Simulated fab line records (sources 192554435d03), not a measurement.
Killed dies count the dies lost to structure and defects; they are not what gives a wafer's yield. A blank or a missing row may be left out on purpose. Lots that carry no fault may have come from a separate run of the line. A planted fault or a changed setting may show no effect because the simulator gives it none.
Chamber matching / flow n5Finfet / N5_BEOL_M0_CO_CAP_123 on cvdCo-02 has 3 sister chambers
The step material Co, precursor CCTBA/H2, target thk 2 nm, time 102.1 s. 6 wafers are shown with their chamber, then 10 later ones without.

WAFERS, EACH WITH ITS CHAMBER
wafer=L081.5; chamber=0; heaterPowerW (W)=269
wafer=L080.2; chamber=0; heaterPowerW (W)=275
wafer=L085.1; chamber=1; heaterPowerW (W)=251
wafer=L085.6; chamber=1; heaterPowerW (W)=257
wafer=L084.2; chamber=2; heaterPowerW (W)=209
wafer=L084.4; chamber=2; heaterPowerW (W)=209

WAFERS WHOSE CHAMBER IS MISSING
wafer=L084.6; heaterPowerW (W)=256
wafer=L088.2; heaterPowerW (W)=254
wafer=L088.4; heaterPowerW (W)=265
wafer=L088.5; heaterPowerW (W)=252
wafer=L094.1; heaterPowerW (W)=277
wafer=L094.5; heaterPowerW (W)=255
wafer=L094.6; heaterPowerW (W)=215
wafer=L095.2; heaterPowerW (W)=258
wafer=L095.3; heaterPowerW (W)=214
wafer=L095.4; heaterPowerW (W)=213

WHICH CHAMBER EACH ONE RAN IN
wafer=L084.6; from the rows above=1; in truth=1
wafer=L088.2; from the rows above=1; in truth=1
wafer=L088.4; from the rows above=can't be placed: 0 or 1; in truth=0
wafer=L088.5; from the rows above=1; in truth=1
wafer=L094.1; from the rows above=0; in truth=0
wafer=L094.5; from the rows above=1; in truth=1
wafer=L094.6; from the rows above=2; in truth=2
wafer=L095.2; from the rows above=1; in truth=1
wafer=L095.3; from the rows above=2; in truth=2
wafer=L095.4; from the rows above=2; in truth=2
9 of 10 placed correctly. Cannot be placed on the basis of these rows: 1; the candidates contain the true chamber in 1. 0 placed wrongly.
How it was worked out, from the rows above alone: a wafer's distance from a chamber is the root of the sum, over the readings, of the square of ((its reading less the chamber's mean) divided by the reading's scatter). If the next closest chamber is less than 2 further off than the closest, the wafer can't be placed; otherwise it belongs to the closest. Each chamber's mean is taken over the wafers shown for it. The scatter is the square root of a quotient: the sum, over the shown wafers, of each reading's squared deviation from its chamber's mean, divided by wafers minus chambers.
